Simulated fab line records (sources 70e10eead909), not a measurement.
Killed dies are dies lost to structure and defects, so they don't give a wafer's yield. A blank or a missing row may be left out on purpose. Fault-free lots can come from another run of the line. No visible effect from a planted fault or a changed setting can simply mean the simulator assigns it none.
fab line records	flow nand_harc
record: lots: 24	wafers: 72	last_day: 34
route steps=1302 shown A_STAIRCASE@807 A_SGD_CUT@915
lots with no fault: from the same line, run without faults
start_h: start of the lot's first displayed wafer, in hours after the record's first day	wait_h: time in hours since the lot's previous step	" unchanged from the row above	L1.1+2: a row that stands for several wafers	- no value, or no start was given	* or withheld: withheld	< > ~ a bound
route shown NAME@n: names a module that has steps shown in the file, with the first one's number in the route	usual: average and standard deviation across the fault-free wafers	same: alike in all rows	chamber/n: place in a boat	sites: each site's reading	_std_site: their standard deviation	_edge_site: the outer-site mean with the inner-site mean subtracted	radius_mm: how far each site lies from the wafer's centre	mask NAME#n: copy n	behind: the last tool/chamber to shape the wafer	hold: reason for holding the lot/hours on hold/outcome of the hold	device: the n, p or np transistor that did not switch	end of line: tests run on the same wafers once the route is complete	for a step that has no rows: nothing shown but its recipe	killed: the dies lost at the first sort to structure and to defects; this is not the yield of the wafer	map: shows each die of a wafer: x if killed, . if not, _ if none is there
set.NAME: the run value of the setting; set.NAME@STEP: its run value at that earlier step	model.NAME: the simulator's own value behind a step, which no gauge read
route steps across a sampled set of lots; one table per step, one row per wafer
services: the hour from which a tool's chamber was out of use, counted from the record's first day as start_h (under 0 if before that day), plus the number of hours and why
== steps ==
step: NHARC_A_STAIRCASE_DESCUM_291
recipe: time_s: 3	o2_flow_sccm: 200	ar_flow_sccm: 0	bias_power_w: 0	chemistry: O2
usual: drypump_motor_current_A: 5.82/0.27	oes_product_au: 1.002/0.011	rf_vpp_V: 58.0/0.8	showerhead_plenum_p_Torr: 1.94/0.079	throttle_valve_pct: 11.311/0.0086
lot.wafer	tool	chamber	start_h	wait_h	drypump_motor_current_A	oes_product_au	rf_hours_counter_h	rf_vpp_V	showerhead_plenum_p_Torr	throttle_valve_pct
L074.2	rie_diel-12	0	372.36	-	5.71	0.992	35	57.8	1.93	11.312
L074.1	"	1	"	"	5.86	0.996	35	58.2	1.94	11.329
L074.5	"	0	"	"	5.73	0.986	-	57.4	1.93	11.302
L075.4	rie_diel-12	1	389.67	-	5.86	1.003	38	58.1	1.94	11.298
L075.5	"	1	"	"	5.89	1.000	-	58.8	1.94	11.306
L075.6	"	2	"	"	5.66	1.023	-	57.4	1.97	11.329
L077.1	rie_diel-09	0	399.03	-	5.97	0.999	25	59.2	1.98	11.309
L077.5	"	3	"	"	5.83	1.020	-	58.0	2.05	11.300
L077.4	"	1	"	"	5.94	0.998	-	57.6	1.86	11.309
L076.4	rie_diel-12	2	399.75	-	5.64	1.024	40	58.6	1.97	11.310
L076.3	"	3	"	"	5.88	0.998	40	57.8	1.77	11.313
L076.6	"	2	"	"	5.65	1.016	-	57.9	1.97	11.309
L078.4	rie_diel-09	0	422.68	-	5.98	1.011	37	58.6	1.98	11.304
L078.5	"	3	"	"	5.82	1.010	-	58.5	2.04	11.326
L078.6	"	0	"	"	5.96	1.010	-	59.9	1.98	11.316
L079.1	rie_diel-09	3	429.28	-	5.82	1.023	42	58.8	2.04	11.300
L079.4	"	2	"	"	6.54	1.004	32	57.3	1.92	11.307
L079.5	"	3	"	"	5.84	1.022	-	58.6	2.04	11.303
L081.2	rie_diel-02	3	447.43	-	5.25	1.011	11	57.4	1.98	11.304
L081.3	"	1	"	"	5.63	0.983	14	56.8	1.82	11.321
L081.6	"	3	"	"	5.24	0.992	-	57.7	1.98	11.321
L080.4	rie_diel-09	3	447.75	-	5.85	1.023	44	59.5	2.04	11.313
L080.3	"	1	"	"	5.87	1.009	27	57.7	1.86	11.311
L080.6	"	2	"	"	6.45	1.004	-	59.7	1.92	11.315
L082.1	rie_diel-09	2	468.77	-	6.48	0.993	45	58.7	1.91	11.315
L082.3	"	0	"	"	5.97	0.998	48	58.4	1.98	11.309
L082.5	"	3	"	"	5.84	1.010	-	57.5	2.04	11.316
L083.2	rie_diel-02	2	478.21	-	5.77	0.989	23	57.6	1.86	11.301
L083.1	"	3	"	"	5.27	1.000	21	58.1	1.98	11.310
L083.6	"	1	"	"	5.61	1.005	-	57.0	1.81	11.306
L084.3	rie_diel-02	0	478.70	-	6.13	1.011	25	58.3	2.03	11.314
L084.2	"	2	"	"	5.82	1.002	24	58.4	1.86	11.319
L084.4	"	3	"	"	5.28	1.008	21	58.2	1.98	11.320
L086.1	rie_diel-02	1	499.04	-	5.66	1.009	35	57.9	1.81	11.331
L086.6	"	0	"	"	6.14	1.015	-	59.3	2.03	11.309
L086.5	"	1	"	"	5.63	0.993	-	56.4	1.81	11.302
L085.1	rie_diel-12	0	502.36	-	5.70	0.990	14	56.6	1.92	11.318
L085.2	"	1	"	"	5.85	0.983	17	57.8	1.93	11.298
L085.4	"	1	"	"	5.84	0.996	-	57.2	1.93	11.308
L088.3	rie_diel-02	2	520.98	-	5.77	1.000	37	57.6	1.85	11.320
L088.6	"	3	"	"	5.26	1.003	-	56.8	1.97	11.313
L088.5	"	0	"	"	6.14	1.005	-	57.5	2.02	11.317
L087.1	rie_diel-02	3	523.05	-	5.26	0.990	38	58.0	1.97	11.308
L087.6	"	2	"	"	5.78	0.998	-	57.4	1.85	11.325
L087.5	"	3	"	"	5.28	1.011	-	58.7	1.97	11.314
L089.3	rie_diel-02	3	527.38	-	5.26	0.985	39	57.7	1.97	11.322
L089.2	"	0	"	"	6.13	0.997	44	56.6	2.02	11.309
L089.5	"	1	"	"	5.63	1.002	-	57.8	1.81	11.311
L090.1	rie_diel-12	3	537.21	-	5.89	0.984	23	58.5	2.07	11.296
L090.2	"	0	"	"	5.69	1.007	29	60.5	1.92	11.306
L090.5	"	3	"	"	5.88	0.988	-	57.5	2.07	11.302
L091.2	rie_diel-09	1	548.69	-	5.87	0.989	15	58.0	1.85	11.322
L091.4	"	2	"	"	6.47	1.011	14	58.1	1.91	11.308
L091.5	"	1	"	"	5.85	0.996	-	57.4	1.85	11.321
L093.4	rie_diel-02	0	557.98	-	6.15	1.011	54	58.8	2.02	11.324
L093.1	"	1	"	"	5.62	0.999	56	57.8	1.80	11.308
L093.6	"	1	"	"	5.62	1.001	-	58.0	1.80	11.316
L092.3	rie_diel-12	0	558.39	-	5.69	0.991	37	56.4	1.92	11.314
L092.2	"	1	"	"	5.86	0.997	38	57.6	1.92	11.301
L092.1	"	3	"	"	5.87	0.989	33	57.5	2.07	11.311
L094.3	rie_diel-12	0	578.43	-	5.70	1.003	44	58.7	1.91	11.320
L094.4	"	0	"	"	5.71	0.995	-	58.6	1.91	11.296
L094.5	"	2	"	"	5.66	1.010	-	58.9	1.95	11.318
L095.2	rie_diel-12	1	596.53	-	5.85	0.995	49	58.3	1.92	11.315
L095.4	"	2	"	"	5.66	1.003	52	58.2	1.95	11.306
L095.6	"	1	"	"	5.85	0.995	-	58.5	1.92	11.322
L096.4	rie_diel-09	3	605.35	-	5.81	1.015	35	58.7	2.02	11.313
L096.2	"	0	"	"	5.97	1.009	30	56.6	1.96	11.306
L096.6	"	2	"	"	6.44	0.996	-	57.8	1.90	11.307
L097.4	rie_diel-02	1	607.97	-	5.61	0.989	12	57.1	1.80	11.302
L097.5	"	3	"	"	5.25	0.977	-	58.9	1.97	11.320
L097.6	"	0	"	"	6.13	0.997	-	60.7	2.02	11.283
step: NHARC_A_STAIRCASE_ETCH_315
recipe: target_depth_a: 25000	time_s: 607.1	ion_energy_ev: 800	c4f8_flow_sccm: 80	o2_flow_sccm: 60	ar_flow_sccm: withheld	rf_w: 600	bias_w: 3000	chemistry: C4F8/O2/Ar
usual: oes_product_au: 0.932/0.0095	rf_vpp_V: 1829/10
lot.wafer	tool	chamber	start_h	wait_h	oes_product_au	rf_hours_counter_h	rf_vpp_V
L074.2	rie_diel-12	1	-	-	0.931	36	1830
L074.1	"	3	"	"	0.929	35	1809
L074.5	"	0	"	"	0.944	-	1829
L075.4	rie_diel-12	0	-	-	0.937	42	1830
L075.5	"	0	"	"	0.939	-	1830
L075.6	"	1	"	"	0.942	-	1829
L076.3	rie_diel-02	0	-	-	0.923	1	1842
L076.4	"	1	"	"	0.920	2	1815
L076.6	"	2	"	"	0.928	-	1820
L077.1	rie_diel-09	3	-	-	0.946	34	1843
L077.4	"	0	"	"	0.934	-	1836
L077.5	"	2	"	"	0.934	-	1827
L078.4	rie_diel-02	2	-	-	0.932	10	1820
L078.5	"	1	"	"	0.924	-	1815
L078.6	"	2	"	"	0.926	-	1821
L079.4	rie_diel-12	2	-	-	0.944	53	1835
L079.1	"	0	"	"	0.924	52	1831
L079.5	"	2	"	"	0.942	-	1832
L081.2	rie_diel-09	1	-	-	0.938	32	1821
L081.3	"	3	"	"	0.937	48	1843
L081.6	"	1	"	"	0.930	-	1821
L080.4	rie_diel-02	1	-	-	0.916	19	1814
L080.3	"	3	"	"	0.921	14	1836
L080.6	"	1	"	"	0.915	-	1813
L082.1	rie_diel-09	2	-	-	0.936	47	1827
L082.3	"	1	"	"	0.941	38	1820
L082.5	"	2	"	"	0.922	-	1826
L083.2	rie_diel-02	2	-	-	0.933	25	1820
L083.1	"	3	"	"	0.930	22	1835
L083.6	"	1	"	"	0.943	-	1815
L084.2	rie_diel-09	1	-	-	0.937	40	1819
L084.3	"	3	"	"	0.928	58	1842
L084.4	"	0	"	"	0.937	-	1834
L086.1	rie_diel-12	2	-	-	0.935	12	1834
L086.6	"	1	"	"	0.933	-	1829
L086.5	"	0	"	"	0.938	-	1829
L085.4	rie_diel-02	1	-	-	0.933	41	1812
L085.2	"	2	"	"	0.926	35	1819
L085.1	"	3	"	"	0.944	34	1834
L088.3	rie_diel-02	2	-	-	0.923	40	1817
L088.6	"	1	"	"	0.924	-	1814
L088.5	"	2	"	"	0.927	-	1819
L087.1	rie_diel-09	0	-	-	0.941	7	1834
L087.6	"	2	"	"	0.935	-	1826
L087.5	"	3	"	"	0.943	-	1843
L089.2	rie_diel-12	1	-	-	0.937	30	1828
L089.3	"	0	"	"	0.947	29	1827
L089.5	"	1	"	"	0.939	-	1829
L090.1	rie_diel-02	0	-	-	0.940	49	1840
L090.2	"	2	"	"	0.926	44	1818
L090.5	"	1	"	"	0.926	-	1813
L091.2	rie_diel-09	0	-	-	0.926	14	1834
L091.4	"	1	"	"	0.930	17	1820
L091.5	"	0	"	"	0.935	-	1833
L093.4	rie_diel-09	3	-	-	0.936	17	1842
L093.1	"	0	"	"	0.930	15	1834
L093.6	"	0	"	"	0.933	-	1834
L092.2	rie_diel-02	0	-	-	0.940	56	1840
L092.3	"	1	"	"	0.939	58	1813
L092.1	"	2	"	"	0.932	51	1819
L094.3	rie_diel-09	0	-	-	0.930	22	1833
L094.4	"	1	"	"	0.946	29	1819
L094.5	"	3	"	"	0.944	-	1842
L095.2	rie_diel-12	0	-	-	0.926	57	1826
L095.4	"	1	"	"	0.919	54	1828
L095.6	"	0	"	"	0.917	-	1828
L096.4	rie_diel-12	0	-	-	0.919	60	1825
L096.2	"	2	"	"	0.947	58	1830
L096.6	"	0	"	"	0.930	-	1825
L097.4	rie_diel-12	0	-	-	0.931	60	1827
L097.5	"	3	"	"	0.918	-	1845
L097.6	"	0	"	"	0.930	-	1827
step: NHARC_A_STAIRCASE_DESCUM_443
recipe: time_s: 3	o2_flow_sccm: 200	ar_flow_sccm: 0	bias_power_w: 0	chemistry: O2
usual: drypump_motor_current_A: 5.86/0.26	oes_product_au: 0.999/0.01	rf_vpp_V: 57.9/0.98	showerhead_plenum_p_Torr: 1.95/0.076	throttle_valve_pct: 11.310/0.0097
lot.wafer	tool	chamber	start_h	wait_h	drypump_motor_current_A	oes_product_au	rf_hours_counter_h	rf_vpp_V	showerhead_plenum_p_Torr	throttle_valve_pct
L074.1	rie_diel-02	2	422.31	-	5.73	1.002	7	57.7	1.86	11.318
L074.2	"	0	"	"	6.13	1.010	6	56.9	2.04	11.298
L074.5	"	2	"	"	5.77	1.002	-	55.6	1.86	11.319
L075.4	rie_diel-12	1	441.04	-	5.88	1.009	54	58.3	1.94	11.312
L075.6	"	0	"	"	5.70	0.998	-	58.7	1.93	11.318
L075.5	"	1	"	"	5.87	1.004	-	59.9	1.94	11.314
L076.3	rie_diel-09	3	450.13	-	5.85	1.021	45	57.8	2.04	11.312
L076.4	"	0	"	"	6.00	1.003	43	58.6	1.98	11.309
L076.6	"	0	"	"	5.97	1.010	-	58.0	1.98	11.296
L077.4	rie_diel-02	3	450.31	-	5.26	0.994	12	57.8	1.98	11.320
L077.1	"	2	"	"	5.79	0.984	14	56.9	1.86	11.303
L077.5	"	0	"	"	6.12	0.992	-	57.3	2.03	11.300
L078.4	rie_diel-12	3	469.51	-	5.89	0.982	4	58.8	2.08	11.326
L078.5	"	3	"	"	5.88	0.972	-	58.6	2.08	11.318
L078.6	"	0	"	"	5.69	1.004	-	56.7	1.93	11.323
L079.4	rie_diel-09	2	477.55	-	6.48	0.993	48	56.7	1.91	11.303
L079.1	"	1	"	"	5.88	1.003	38	58.6	1.85	11.313
L079.5	"	3	"	"	5.84	1.006	-	57.3	2.04	11.315
L081.3	rie_diel-09	0	493.99	-	6.01	1.003	54	59.2	1.97	11.313
L081.2	"	2	"	"	6.45	1.000	52	56.9	1.91	11.315
L081.6	"	3	"	"	5.87	1.007	-	57.0	2.04	11.301
L080.3	rie_diel-02	0	494.15	-	6.14	1.009	31	57.4	2.03	11.304
L080.4	"	3	"	"	5.27	1.005	26	58.0	1.98	11.314
L080.6	"	0	"	"	6.12	1.009	-	58.3	2.03	11.303
L082.1	rie_diel-12	1	516.56	-	5.87	0.996	22	57.0	1.93	11.300
L082.3	"	2	"	"	5.66	1.006	16	57.4	1.96	11.300
L082.5	"	0	"	"	5.72	0.993	-	59.0	1.92	11.297
L084.4	rie_diel-09	1	524.53	-	5.83	1.000	6	57.4	1.85	11.326
L084.2	"	2	"	"	6.43	1.005	6	58.4	1.91	11.305
L084.3	"	3	"	"	5.86	1.011	6	57.3	2.03	11.303
L083.2	rie_diel-12	0	524.68	-	5.72	0.993	24	57.4	1.92	11.300
L083.1	"	2	"	"	5.62	1.013	19	60.6	1.96	11.320
L083.6	"	0	"	"	5.72	1.005	-	58.5	1.92	11.327
L086.1	rie_diel-02	0	546.97	-	6.10	1.000	50	58.4	2.02	11.321
L086.6	"	0	"	"	6.11	1.008	-	58.1	2.02	11.311
L086.5	"	1	"	"	5.64	1.005	-	57.8	1.80	11.314
L085.2	rie_diel-12	0	547.15	-	5.72	0.989	32	56.8	1.92	11.315
L085.1	"	2	"	"	5.67	1.008	27	58.2	1.95	11.300
L085.4	"	3	"	"	5.87	0.965	27	58.7	2.07	11.300
L087.1	rie_diel-09	1	570.73	-	5.86	1.006	20	57.2	1.85	11.317
L087.6	"	3	"	"	5.81	1.011	-	59.8	2.03	11.312
L087.5	"	2	"	"	6.44	1.008	-	57.8	1.91	11.311
L088.3	rie_diel-12	0	571.06	-	5.72	0.990	40	58.7	1.92	11.320
L088.6	"	2	"	"	5.65	1.008	-	58.3	1.95	11.305
L088.5	"	3	"	"	5.88	0.979	-	58.0	2.06	11.308
L089.2	rie_diel-09	3	576.42	-	5.84	1.008	23	57.9	2.03	11.311
L089.3	"	0	"	"	5.97	0.996	16	59.2	1.97	11.319
L089.5	"	3	"	"	5.83	1.012	-	59.4	2.03	11.313
L090.1	rie_diel-12	0	592.49	-	5.73	1.008	50	60.2	1.91	11.305
L090.2	"	3	"	"	5.88	0.978	47	58.8	2.06	11.305
L090.5	"	0	"	"	5.73	0.998	-	59.2	1.91	11.306
L091.4	rie_diel-02	0	592.65	-	6.14	0.994	4	56.8	2.02	11.305
L091.2	"	2	"	"	5.77	1.011	4	57.0	1.85	11.306
L091.5	"	0	"	"	6.12	0.987	-	58.4	2.02	11.303
L092.3	rie_diel-12	2	601.77	-	5.65	1.014	53	57.4	1.95	11.313
L092.2	"	0	"	"	5.69	0.993	53	57.6	1.91	11.325
L092.1	"	1	"	"	5.87	1.010	50	58.2	1.92	11.319
L093.4	rie_diel-09	3	601.93	-	5.83	1.001	31	58.0	2.03	11.326
L093.1	"	2	"	"	6.48	1.000	31	56.6	1.90	11.317
L093.6	"	3	"	"	5.86	1.004	-	58.5	2.03	11.317
L094.3	rie_diel-09	1	627.15	-	5.89	1.013	40	57.1	1.84	11.304
L094.4	"	2	"	"	6.47	0.995	37	57.9	1.90	11.294
L094.5	"	3	"	"	5.84	1.020	-	59.1	2.02	11.311
L095.4	rie_diel-02	2	644.33	-	5.76	1.014	21	56.7	1.84	11.345
L095.2	"	0	"	"	6.13	0.996	17	56.9	2.01	11.327
L095.6	"	1	"	"	5.60	1.001	-	57.5	1.80	11.298
L096.4	rie_diel-12	0	656.94	-	5.68	1.002	7	58.0	1.91	11.314
L096.2	"	1	"	"	5.86	1.009	7	57.1	1.92	11.312
L096.6	"	3	"	"	5.87	0.979	-	58.5	2.06	11.320
L097.4	rie_diel-09	2	664.24	-	6.47	0.997	50	57.9	1.89	11.294
L097.6	"	2	"	"	6.46	1.003	-	56.8	1.89	11.323
L097.5	"	3	"	"	5.83	1.002	-	57.0	2.02	11.307
step: NHARC_A_STAIRCASE_CMP_152
usual: motor_current_A: 11.8/1.2
lot.wafer	tool	chamber	start_h	wait_h	motor_current_A
L074.1	cmp-02	2	428.12	0.1	11.7
L074.2	"	3	"	"	13.2
L074.5	"	2	"	"	11.1
L075.4	cmp-01	3	446.37	0.1	12.2
L075.5	"	3	"	"	12.3
L075.6	"	0	"	"	10.9
L076.3	cmp-03	3	455.50	0.1	11.1
L076.4	"	1	"	"	11.7
L076.6	"	2	"	"	11.3
L077.4	cmp-02	3	455.63	0.1	13.4
L077.1	"	1	"	"	11.0
L077.5	"	3	"	"	13.4
L078.4	cmp-02	1	474.84	0.1	10.4
L078.6	"	0	"	"	13.5
L078.5	"	1	"	"	10.3
L079.4	cmp-03	2	483.36	0.1	10.9
L079.1	"	3	"	"	10.9
L079.5	"	1	"	"	11.2
L080.3	cmp-01	2	499.56	0.1	10.8
L080.4	"	3	"	"	11.7
L080.6	"	1	"	"	12.6
L081.3	cmp-01	1	500.32	0.1	12.5
L081.2	"	3	"	"	12.6
L081.6	"	1	"	"	12.8
L082.1	cmp-02	0	521.86	0.1	13.9
L082.3	"	3	"	"	13.6
L082.5	"	1	"	"	10.8
L084.2	cmp-02	2	530.79	0.1	11.6
L084.3	"	0	"	"	13.1
L084.4	"	1	"	"	10.7
L083.2	cmp-02	2	530.96	0.1	11.8
L083.1	"	0	"	"	12.8
L083.6	"	2	"	"	11.5
L086.1	cmp-02	1	552.35	0.1	10.2
L086.5	"	2	"	"	11.5
L086.6	"	3	"	"	13.7
L085.1	cmp-03	3	552.47	0.1	10.9
L085.2	"	0	"	"	9.6
L085.4	"	2	"	"	11.2
L088.3	cmp-02	3	576.51	0.1	13.4
L088.5	"	0	"	"	14.7
L088.6	"	1	"	"	10.3
L087.1	cmp-02	3	577.13	0.1	12.7
L087.6	"	3	"	"	14.2
L087.5	"	0	"	"	13.6
L089.3	cmp-02	1	581.79	0.1	10.2
L089.2	"	3	"	"	13.5
L089.5	"	1	"	"	10.4
L090.1	cmp-03	2	597.93	0.1	11.3
L090.2	"	3	"	"	11.0
L090.5	"	2	"	"	11.2
L091.4	cmp-02	2	597.99	0.1	10.7
L091.2	"	3	"	"	12.6
L091.5	"	2	"	"	11.8
L093.1	cmp-03	3	607.68	0.1	10.7
L093.4	"	1	"	"	11.5
L093.6	"	3	"	"	11.1
L092.3	cmp-01	3	608.06	0.1	12.4
L092.1	"	0	"	"	10.8
L092.2	"	2	"	"	11.0
L094.3	cmp-02	2	632.48	0.1	12.1
L094.4	"	0	"	"	13.1
L094.5	"	2	"	"	11.5
L095.4	cmp-02	3	649.69	0.1	13.1
L095.2	"	1	"	"	10.2
L095.6	"	3	"	"	13.5
L096.2	cmp-01	2	662.34	0.1	11.0
L096.4	"	3	"	"	12.2
L096.6	"	2	"	"	11.8
L097.4	cmp-03	3	669.66	0.1	10.8
L097.5	"	1	"	"	12.1
L097.6	"	2	"	"	10.9
step: NHARC_A_STAIRCASE_CMP_472
recipe: material: SiO2
usual: motor_current_A: 11.6/1.3
lot.wafer	tool	chamber	start_h	wait_h	motor_current_A
L074.1	cmp-03	3	429.50	0.2	10.7
L074.2	"	0	"	"	10.0
L074.5	"	0	"	"	10.0
L075.4	cmp-01	1	447.77	0.2	12.7
L075.5	"	0	"	"	11.1
L075.6	"	1	"	"	12.2
L076.4	cmp-02	0	456.90	0.1	13.3
L076.3	"	3	"	"	13.8
L076.6	"	1	"	"	10.5
L077.4	cmp-01	2	457.45	0.2	11.2
L077.1	"	0	"	"	10.6
L077.5	"	1	"	"	13.0
L078.4	cmp-03	2	476.26	0.2	10.7
L078.6	"	0	"	"	9.6
L078.5	"	1	"	"	11.4
L079.4	cmp-02	0	484.83	0.2	14.6
L079.1	"	2	"	"	11.2
L079.5	"	3	"	"	13.6
L080.3	cmp-02	0	501.05	0.2	14.0
L080.4	"	3	"	"	13.5
L080.6	"	0	"	"	14.0
L081.3	cmp-02	0	501.74	0.3	13.3
L081.2	"	1	"	"	10.1
L081.6	"	3	"	"	13.6
L082.3	cmp-02	2	523.26	0.2	12.0
L082.1	"	3	"	"	14.0
L082.5	"	2	"	"	11.7
L084.3	cmp-02	3	532.26	0.2	12.8
L084.4	"	1	"	"	10.0
L084.2	"	2	"	"	11.7
L083.1	cmp-02	0	532.41	0.3	14.1
L083.2	"	3	"	"	13.1
L083.6	"	1	"	"	10.9
L086.1	cmp-02	3	553.76	0.2	13.0
L086.6	"	1	"	"	11.2
L086.5	"	2	"	"	11.2
L085.4	cmp-02	1	553.95	0.2	11.2
L085.2	"	3	"	"	13.6
L085.1	"	0	"	"	14.2
L088.3	cmp-02	0	579.12	0.3	14.4
L088.5	"	1	"	"	10.4
L088.6	"	2	"	"	10.9
L087.1	cmp-03	2	579.59	0.2	11.0
L087.5	"	0	"	"	10.1
L087.6	"	1	"	"	11.8
L089.2	cmp-02	1	583.25	0.2	10.5
L089.3	"	3	"	"	13.6
L089.5	"	2	"	"	11.6
L090.2	cmp-01	2	599.30	0.2	10.9
L090.1	"	0	"	"	11.0
L090.5	"	2	"	"	11.2
L091.2	cmp-03	3	599.41	0.3	11.0
L091.4	"	0	"	"	10.2
L091.5	"	2	"	"	11.1
L093.1	cmp-01	1	609.08	0.2	12.2
L093.4	"	2	"	"	11.2
L093.6	"	1	"	"	12.1
L092.3	cmp-03	0	609.50	0.2	9.5
L092.1	"	1	"	"	11.4
L092.2	"	2	"	"	11.3
L094.3	cmp-03	0	633.89	0.3	9.6
L094.4	"	1	"	"	11.1
L094.5	"	2	"	"	11.2
L095.4	cmp-03	0	651.14	0.1	10.5
L095.2	"	1	"	"	11.1
L095.6	"	0	"	"	9.7
L096.2	cmp-03	0	663.69	0.2	9.8
L096.4	"	2	"	"	11.0
L096.6	"	0	"	"	9.7
L097.4	cmp-03	2	671.11	0.2	11.0
L097.5	"	3	"	"	11.1
L097.6	"	0	"	"	8.8
step: NHARC_A_SGD_CUT_CMP_21
recipe: target_thk_nm: 148.19
usual: motor_current_A: 10.9/0.83	time_to_endpoint_s: 50.1/2.5
lot.wafer	tool	chamber	start_h	wait_h	motor_current_A	time_to_endpoint_s
L074.2	cmp-01	1	437.42	0.4	12.6	47.5
L074.1	"	2	"	"	11.4	51.8
L074.5	"	0	"	"	9.9	47.8
L075.4	cmp-03	0	455.18	0.4	9.9	51.3
L075.5	"	2	"	"	11.4	52.6
L075.6	"	3	"	"	10.6	50.0
L076.3	cmp-04	0	464.01	0.4	10.0	55.4
L076.4	"	3	"	"	11.9	49.7
L076.6	"	0	"	"	9.6	50.3
L077.1	cmp-03	2	464.01	0.4	10.8	49.4
L077.4	"	1	"	"	11.7	50.4
L077.5	"	3	"	"	10.6	47.8
L078.4	cmp-03	3	484.30	0.4	11.4	50.0
L078.6	"	1	"	"	11.2	51.8
L078.5	"	2	"	"	11.4	51.8
L079.1	cmp-01	3	492.03	0.4	11.8	49.0
L079.4	"	1	"	"	12.5	46.2
L079.5	"	0	"	"	10.6	47.3
L081.2	cmp-03	3	511.53	0.4	11.1	53.3
L081.3	"	2	"	"	10.7	51.8
L081.6	"	0	"	"	9.7	55.3
L080.3	cmp-04	3	511.56	0.4	11.6	51.2
L080.4	"	0	"	"	9.4	55.2
L080.6	"	1	"	"	11.7	52.6
L082.3	cmp-04	1	530.36	0.4	11.4	47.9
L082.1	"	2	"	"	10.2	46.9
L082.5	"	0	"	"	9.3	50.7
L084.3	cmp-04	2	539.46	0.4	10.6	50.3
L084.2	"	3	"	"	12.1	51.6
L084.4	"	1	"	"	11.2	50.2
L083.2	cmp-03	2	539.46	0.4	10.9	52.6
L083.1	"	1	"	"	11.8	51.4
L083.6	"	2	"	"	10.6	54.0
L085.4	cmp-03	2	561.15	0.4	11.3	52.0
L085.1	"	3	"	"	10.9	49.6
L085.2	"	0	"	"	10.0	53.0
L086.1	cmp-04	3	561.23	0.4	11.6	47.4
L086.6	"	0	"	"	9.5	49.8
L086.5	"	1	"	"	10.9	47.4
L087.1	cmp-04	1	588.89	0.4	11.6	49.8
L087.5	"	1	"	"	11.5	48.4
L087.6	"	2	"	"	10.0	46.8
L089.3	cmp-01	1	588.89	0.4	12.9	47.5
L089.2	"	0	"	"	10.8	45.6
L089.5	"	1	"	"	12.3	47.7
L088.3	cmp-03	1	588.97	0.4	11.2	45.9
L088.5	"	2	"	"	11.1	50.5
L088.6	"	3	"	"	11.0	46.0
L090.2	cmp-01	1	606.88	0.4	13.0	48.6
L090.1	"	2	"	"	11.2	50.0
L090.5	"	1	"	"	12.4	48.9
L091.2	cmp-03	2	606.88	0.4	11.5	52.7
L091.4	"	3	"	"	10.8	48.9
L091.5	"	2	"	"	10.8	50.3
L093.1	cmp-03	0	617.94	0.4	9.7	52.6
L093.4	"	1	"	"	11.7	54.1
L093.6	"	0	"	"	10.0	52.8
L092.1	cmp-04	1	617.96	0.4	11.3	45.6
L092.2	"	2	"	"	10.6	46.3
L092.3	"	3	"	"	11.8	47.3
L094.4	cmp-04	2	641.87	0.4	9.9	46.0
L094.3	"	3	"	"	11.3	50.1
L094.5	"	0	"	"	9.8	54.9
L095.2	cmp-03	0	660.27	0.4	10.2	54.8
L095.4	"	2	"	"	11.5	51.5
L095.6	"	0	"	"	9.5	51.9
L096.2	cmp-04	2	671.57	0.4	9.6	52.1
L096.4	"	3	"	"	11.3	50.6
L096.6	"	3	"	"	11.9	54.1
L097.4	cmp-03	3	679.71	0.5	10.4	49.2
L097.5	"	3	"	"	10.7	51.5
L097.6	"	0	"	"	9.5	54.3
== services ==
tool	chamber	start_h	hours	kind
rie_diel-09	1	351.65	5.3	repair
cmp-03	-	358.01	4.0	pm
cmp-02	-	370.54	1.0	repair
rie_diel-09	2	384.43	16.1	repair
cmp-03	-	412.64	2.3	repair
cmp-02	-	428.55	4.0	pm
rie_diel-12	-	445.96	9.0	pm
cmp-03	-	456.01	4.0	pm
cmp-02	-	461.97	2.1	repair
rie_diel-12	2	474.63	9.5	repair
rie_diel-09	1	490.75	10.6	repair
rie_diel-09	0	497.32	16.6	repair
rie_diel-09	-	497.91	9.0	pm
cmp-03	-	508.24	0.7	repair
cmp-02	-	526.55	4.0	pm
cmp-03	-	528.75	6.3	repair
cmp-03	-	553.55	3.3	repair
cmp-03	-	564.73	0.9	repair
rie_diel-09	0	566.90	9.3	repair
cmp-03	-	574.83	4.6	repair
cmp-02	-	607.66	2.5	repair
rie_diel-12	-	622.96	9.0	pm
cmp-03	-	654.81	4.0	pm
rie_diel-12	0	679.56	14.0	repair
== key ==
fault none
